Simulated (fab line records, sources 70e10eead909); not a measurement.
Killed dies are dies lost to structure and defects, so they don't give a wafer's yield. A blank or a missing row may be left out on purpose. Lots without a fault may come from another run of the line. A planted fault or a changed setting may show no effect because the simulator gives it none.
fab line records | flow nand_harc
record lots=13 wafers=39 last_day=24
route steps=1159 shown A_ONON_D1@426 A_BONDPAD@1060 HYBRID_BOND@1094 THIN_TSV@1116 END@1159
lots that met no fault: from a run of the same line without faults
start_h: hours from the record's first day to the start of the lot's first wafer shown | wait_h: hours since the lot's step before | " the same as in the row above | L1.1+2: a row that stands for several wafers | - no value, or no start given | * or withheld: withheld | < > ~ a bound
route shown NAME@n: a module of which the file shows steps, and the number in the route of the first | usual: mean/standard deviation of fault-free wafers | same: alike in all rows | chamber/n: place in a boat | sites: the reading at each site | _std_site: their standard deviation | _edge_site: outer sites' mean less inner sites' | radius_mm: how far each site lies from the wafer's centre | mask NAME#n: copy n | behind: the tool/chamber that last shaped the wafer | hold: why the lot was held/for how many hours/how that ended | device: the transistor (n, p or np) that didn't switch | end of line: the same wafers' tests at the end of the route | a step without rows: its recipe alone | killed: dies lost to structure and defects at the first sort, not the wafer's yield | map: a wafer's dies, x killed, . not, _ none there
set.NAME: the setting as run; set.NAME@STEP: as run at that earlier step | model.NAME: the simulator's own value behind a step, which no gauge read
steps of the route over a sample of lots; a table a step, a row a wafer
services: from which hour (start_h, from the record's first day; less than 0 if before it) a tool's chamber was out of use, for how many hours, and why
## steps
# step NHARC_A_ONON_D1_DEP_03
# recipe target_thk_a=10000 n2_flow_sccm=2750 n2o_flow_sccm=2000 nh3_flow_sccm=500 sih4_flow_sccm=210 temp_c=400
# usual n2_flow_sccm=2752/7.3
# columns lot.wafer tool chamber start_h wait_h n2_flow_sccm
L521.3 pecvd_onon-04 0 158.98 0.2 2751
L521.4 " 0 " " 2749
L521.6 " 0 " " 2757
L522.1 pecvd_onon-04 0 168.23 0.1 2746
L522.4 " 0 " " 2755
L522.6 " 0 " " 2748
L523.2 pecvd_onon-02 0 168.29 0.1 2745
L523.3 " 0 " " 2751
L523.6 " 0 " " 2758
L524.1 pecvd_onon-03 0 178.01 0.1 2742
L524.4 " 0 " " 2744
L524.6 " 0 " " 2752
L527.2 pecvd_onon-03 0 197.12 0.1 2746
L527.3 " 0 " " 2747
L527.5 " 0 " " 2758
L526.3 pecvd_onon-04 0 197.22 0.2 2755
L526.4 " 0 " " 2758
L526.6 " 0 " " 2755
L530.1 pecvd_onon-02 0 204.37 0.1 2755
L530.4 " 0 " " 2762
L530.5 " 0 " " 2759
L531.3 pecvd_onon-02 0 213.93 0.2 2750
L531.4 " 0 " " 2751
L531.6 " 0 " " 2757
L533.1 pecvd_onon-03 0 231.65 0.1 2759
L533.2 " 0 " " 2761
L533.4 " 0 " " 2748
L534.1 pecvd_onon-02 0 231.66 0.1 2754
L534.3 " 0 " " 2751
L534.5 " 0 " " 2741
L532.1 pecvd_onon-03 0 253.08 0.1 2759
L532.2 " 0 " " 2757
L532.5 " 0 " " 2760
L543.1 pecvd_onon-03 0 285.14 0.1 2754
L543.3 " 0 " " 2754
L543.4 " 0 " " 2739
L544.4 pecvd_onon-03 0 296.27 0.2 2746
L544.5 " 0 " " 2754
L544.6 " 0 " " 2743
# step NHARC_A_BONDPAD_CMP_29
# recipe target_thk_nm=200 material=SiCN
# usual motor_current_A=12.4/1 retaining_ring_pressure_frac=1.000/0.0047
# columns lot.wafer tool chamber start_h wait_h motor_current_A retaining_ring_pressure_frac
L521.4 cmp-03 1 410.38 - 11.3 1.001
L521.3 " 0 " " 12.2 1.014
L521.6 " 1 " " 11.1 0.998
L522.4 cmp-03 0 410.78 - 11.6 0.997
L522.1 " 2 " " 13.1 1.001
L522.6 " 1 " " 11.7 0.999
L523.3 cmp-02 1 420.83 - 11.9 0.995
L523.2 " 3 " " 12.5 0.998
L523.6 " 2 " " 13.3 0.996
L524.1 cmp-03 0 420.85 - 12.6 1.003
L524.4 " 1 " " 11.2 1.001
L524.6 " 1 " " 11.4 1.003
L527.2 cmp-03 3 454.14 - 11.7 1.004
L527.3 " 1 " " 10.9 0.997
L527.5 " 0 " " 12.0 0.999
L526.4 cmp-03 2 461.56 - 13.1 0.993
L526.3 " 3 " " 11.5 0.998
L526.6 " 1 " " 11.2 1.002
L530.4 cmp-01 0 461.81 - 11.5 1.006
L530.1 " 1 " " 16.1 1.000
L530.5 " 0 " " 11.6 1.007
L531.4 cmp-03 0 464.24 - 12.2 0.999
L531.3 " 1 " " 12.1 1.000
L531.6 " 0 " " 12.1 0.994
L534.1 cmp-01 2 469.69 - 11.5 0.998
L534.3 " 0 " " 11.9 1.001
L534.5 " 3 " " 14.1 1.004
L533.2 cmp-02 0 470.65 - 12.7 0.998
L533.4 " 2 " " 13.2 1.000
L533.1 " 3 " " 12.2 0.999
L532.1 cmp-02 3 502.02 - 11.8 1.000
L532.2 " 0 " " 13.4 1.007
L532.5 " 2 " " 13.2 1.003
L544.4 cmp-03 1 545.71 - 11.3 1.001
L544.6 " 3 " " 12.2 0.996
L544.5 " 0 " " 12.7 0.998
L543.3 cmp-02 3 549.52 - 12.0 0.998
L543.1 " 0 " " 12.7 0.999
L543.4 " 1 " " 12.5 0.996
# step NHARC_HYBRID_BOND_ACTIVATE_00
# recipe time_s=60 n2_flow_sccm=200 ar_flow_sccm=0 bias_power_w=0 chemistry=N2
# usual drypump_motor_current_A=5.8/0.36 n2_flow_sccm=200.0/0.53 oes_product_au=1.002/0.0084 rf_vpp_V=64.2/0.92 showerhead_plenum_p_Torr=1.78/0.074
# columns lot.wafer tool chamber start_h wait_h drypump_motor_current_A n2_flow_sccm oes_product_au rf_hours_counter_h rf_vpp_V showerhead_plenum_p_Torr
L521.3 rie_diel-02 0 414.11 0.1 5.8 201.1 0.979 8 64.7 1.88
L521.4 " 2 " " 5.7 199.8 0.991 9 64.0 1.71
L521.6 " 0 " " 5.8 200.9 0.980 - 64.0 1.88
L522.1 rie_diel-07 1 414.50 0.1 5.7 200.9 1.000 0 62.7 1.84
L522.4 " 1 " " 5.7 200.4 0.996 - 66.0 1.84
L522.6 " 2 " " 5.2 199.7 0.995 - 64.2 1.88
L523.2 rie_diel-02 3 424.50 0.1 6.0 199.9 1.010 9 65.9 1.86
L523.3 " 0 " " 5.8 200.0 0.989 8 65.7 1.88
L523.6 " 1 " " 6.4 199.6 0.998 - 63.2 1.72
L524.1 rie_diel-02 3 424.68 0.1 6.0 199.2 1.014 9 66.2 1.86
L524.4 " 1 " " 6.4 199.9 0.996 9 62.5 1.72
L524.6 " 2 " " 5.7 199.4 0.980 - 64.0 1.71
L527.2 rie_diel-10 3 457.66 0.1 5.4 200.0 1.011 33 63.2 1.78
L527.3 " 2 " " 5.7 200.1 1.005 34 64.2 1.63
L527.5 " 3 " " 5.4 199.0 1.007 - 64.5 1.78
L526.3 rie_diel-10 0 465.24 0.1 5.4 200.3 1.011 40 63.7 1.77
L526.4 " 1 " " 5.4 200.0 1.000 41 64.2 1.82
L526.6 " 0 " " 5.3 200.0 1.004 - 63.7 1.77
L530.1 rie_diel-10 1 465.61 0.1 5.4 200.0 1.009 41 63.4 1.82
L530.4 " 2 " " 5.7 199.8 0.987 36 63.1 1.63
L530.5 " 1 " " 5.4 200.0 1.001 - 62.7 1.82
L531.3 rie_diel-02 1 467.93 0.1 6.4 200.1 0.990 13 64.0 1.72
L531.6 " 3 " " 6.1 200.3 1.014 - 64.4 1.86
L531.4 " 2 " " 5.7 199.8 0.980 - 63.5 1.71
L534.3 rie_diel-02 1 474.35 0.1 6.4 200.7 0.995 13 63.1 1.72
L534.1 " 3 " " 6.1 199.8 1.018 14 64.4 1.86
L534.5 " 0 " " 5.8 201.1 1.002 - 64.4 1.88
L533.2 rie_diel-07 1 474.43 0.1 5.7 199.5 1.000 26 65.0 1.83
L533.4 " 2 " " 5.2 199.9 1.015 26 64.0 1.87
L533.1 " 3 " " 6.5 199.0 1.005 27 64.3 1.81
L532.1 rie_diel-10 2 505.73 0.1 5.7 199.7 0.989 48 63.6 1.63
L532.2 " 3 " " 5.4 201.0 1.002 46 64.4 1.78
L532.5 " 2 " " 5.7 199.6 0.996 - 62.9 1.63
L544.4 rie_diel-02 3 549.40 0.1 6.0 200.3 0.995 3 65.8 1.86
L544.6 " 0 " " 5.8 200.9 1.006 - 65.4 1.88
L544.5 " 1 " " 6.4 199.2 1.000 - 63.5 1.72
L543.3 rie_diel-02 2 553.17 0.1 5.7 199.6 1.007 4 64.2 1.71
L543.4 " 3 " " 6.0 200.2 1.003 4 63.4 1.86
L543.1 " 1 " " 6.4 200.1 1.000 4 65.3 1.72
# step NHARC_THIN_TSV_CD_MEAS_12
# recipe target_cd_nm=1000 landing_energy_ev=500
# usual cd_nm=1000.7/2.3
# columns lot.wafer tool chamber start_h wait_h cd_nm
L521.3 cd_sem-01 0 433.93 - 1002.3
L521.4 " 0 " " 1003.2
L521.6 " 0 " " 1002.0
L522.1 cd_sem-03 0 435.12 - 996.1
L522.4 " 0 " " 1000.1
L522.6 " 0 " " 999.8
L524.1 cd_sem-01 0 439.46 - 1001.7
L524.4 " 0 " " 1000.9
L524.6 " 0 " " 1004.2
L523.2 cd_sem-01 0 440.60 - 999.2
L523.3 " 0 " " 997.6
L523.6 " 0 " " 998.8
L527.2 cd_sem-01 0 469.98 - 1001.1
L527.3 " 0 " " 997.0
L527.5 " 0 " " 1000.1
L526.3 cd_sem-02 0 480.76 - 998.6
L526.4 " 0 " " 1001.1
L526.6 " 0 " " 999.8
L530.1 cd_sem-01 0 481.92 - 1002.5
L530.4 " 0 " " 1000.3
L530.5 " 0 " " 1001.9
L531.3 cd_sem-02 0 484.36 - 1002.5
L531.4 " 0 " " 1002.4
L531.6 " 0 " " 1002.2
L533.1 cd_sem-01 0 486.82 - 1003.3
L533.2 " 0 " " 999.2
L533.4 " 0 " " 1002.3
L534.1 cd_sem-03 0 488.00 - 1002.2
L534.3 " 0 " " 1003.5
L534.5 " 0 " " 1001.0
L532.1 cd_sem-02 0 520.36 - 1002.4
L532.2 " 0 " " 1003.9
L532.5 " 0 " " 997.1
L544.4 cd_sem-02 0 562.72 - 995.7
L544.5 " 0 " " 999.4
L544.6 " 0 " " 1000.6
L543.1 cd_sem-01 0 565.64 - 1002.7
L543.3 " 0 " " 1002.8
L543.4 " 0 " " 1001.1
# step NHARC_END_SORT_01
# recipe temp_c=25
# usual killed_at_array=25/9.5 killed_at_other=0.8/1.2 killed_at_periphery=3.4/2.2 killed_dies=29/10 killed_open=3.3/1.8 killed_short=2.1/1.4
# same gross_dies=677
# columns lot.wafer tool chamber start_h wait_h killed_at_array killed_at_other killed_at_periphery killed_dies killed_open killed_short
L544.4 prober-02 0 578.09 3.4 92 0 5 97 7 4
L544.5 prober-02 0 578.90 3.7 84 1 3 88 3 2
L544.6 prober-02 0 579.70 4.0 98 1 4 103 4 0
L543.1 prober-02 0 583.51 2.5 98 1 2 101 3 1
L543.3 prober-02 0 585.10 3.1 91 0 3 94 5 2
L543.4 prober-02 0 585.89 3.4 94 2 2 98 4 3
# killed by level:class
L544.4 A_ONON_D1:unspecified=73 A_CHANNEL_HOLE_D1:chamber_film_flake=10 A_CONTACT:geometric_particle:open=3 P_CONTACT:geometric_particle:open=1 P_M0:geometric_particle:open=1 P_M1:geometric_particle:short=1 A_CHANNEL_FILL_D1:geometric_particle:short=1 A_BLC:geometric_particle:short=1
L544.5 A_ONON_D1:unspecified=69 A_CHANNEL_HOLE_D1:chamber_film_flake=6 P_ZERO_WELL:chamber_film_flake=2 A_STAIRCASE:chamber_film_flake=2 P_M1:geometric_particle:short=1 A_CHANNEL_HOLE_D1:geometric_particle:open=1 A_M0:geometric_particle:open=1 A_M0:geometric_particle:short=1
L544.6 A_ONON_D1:unspecified=78 A_CHANNEL_HOLE_D1:chamber_film_flake=10 P_ZERO_WELL:chamber_film_flake=3 A_ZERO_WELL:chamber_film_flake=2 A_STAIRCASE:chamber_film_flake=2 A_CONTACT:chamber_film_flake=2 P_M1:geometric_particle:open=1 A_CHANNEL_FILL_D1:geometric_particle:open=1
L543.1 A_ONON_D1:unspecified=68 A_SLIT:chamber_film_flake=16 A_CHANNEL_HOLE_D1:chamber_film_flake=5 A_CONTACT:chamber_film_flake=4 A_WL_FILL:chamber_film_flake=2 P_M0:geometric_particle:open=1 A_WL_FILL:geometric_particle:open=1 P_ZERO_WELL:chamber_film_flake=1
L543.3 A_ONON_D1:unspecified=69 A_SLIT:chamber_film_flake=14 A_CHANNEL_HOLE_D1:chamber_film_flake=4 P_CONTACT:geometric_particle:open=2 A_WL_FILL:geometric_particle:short=2 P_M2:geometric_particle:open=1 A_SGD_CUT:geometric_particle:open=1 A_WL_FILL:geometric_particle:open=1
L543.4 A_ONON_D1:unspecified=66 A_SLIT:chamber_film_flake=8 A_CONTACT:chamber_film_flake=7 A_CHANNEL_HOLE_D1:chamber_film_flake=6 A_WL_FILL:geometric_particle:short=2 A_BLC:geometric_particle:open=2 THIN_TSV:chamber_film_flake=2 P_M0:geometric_particle:open=1
## services
# columns tool chamber start_h hours kind
cmp-03 - 148.15 0.2 repair
rie_diel-02 - 150.71 9.0 pm
rie_diel-10 1 152.61 8.9 repair
pecvd_onon-03 - 153.41 13.0 pm
cmp-03 - 156.09 4.0 pm
cmp-02 - 165.03 5.0 repair
cmp-03 - 179.68 2.0 repair
rie_diel-02 3 222.69 4.1 repair
cmp-03 - 254.09 4.0 pm
cmp-03 - 278.98 1.1 repair
rie_diel-02 3 284.28 12.4 repair
cmp-03 - 318.77 1.3 repair
rie_diel-02 - 327.71 9.0 pm
pecvd_onon-03 - 334.53 13.0 pm
cmp-03 - 352.09 4.0 pm
cmp-03 - 396.31 0.9 repair
cmp-03 - 405.13 1.8 repair
pecvd_onon-03 - 436.40 6.2 repair
cmp-03 - 450.14 4.0 pm
rie_diel-02 0 464.72 7.9 repair
rie_diel-02 2 493.56 11.3 repair
rie_diel-02 - 504.71 9.0 pm
pecvd_onon-03 - 515.53 13.0 pm
cmp-03 - 548.14 4.0 pm
## key
first_sign step=NHARC_END_SORT_01 reading=killed_at_array direction=up sigmas=7.1 usual=25 struck=93
effect step=NHARC_END_SORT_01 reading=killed_dies direction=up sigmas=6.6 usual=29 struck=97
more_kills_born_at NHARC_A_ONON_D1_DEP_03@pecvd_onon-03=423
met_at NHARC_A_ONON_D1_DEP_03
struck_lots L543,L544
tester_left_out L543,L544
not_acting_at NHARC_A_BONDPAD_CMP_29,NHARC_HYBRID_BOND_ACTIVATE_00,NHARC_THIN_TSV_CD_MEAS_12
onset_between 253.08 285.14
also_fits time
fault kind=chamber_particle_source tool=pecvd_onon-03 chamber=- onset_h=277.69 steps=NHARC_A_ONON_D1_DEP_03 rate_per_visit_cm2=0.64169 end_h=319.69
# tester_left_out: of these lots the tester's yield and bins aren't shown, on N5 and GAA mostly nor the transistor test; their killed dies are dies lost to structure and defects alone, not to doping, threshold or leakage, so they don't give the yield
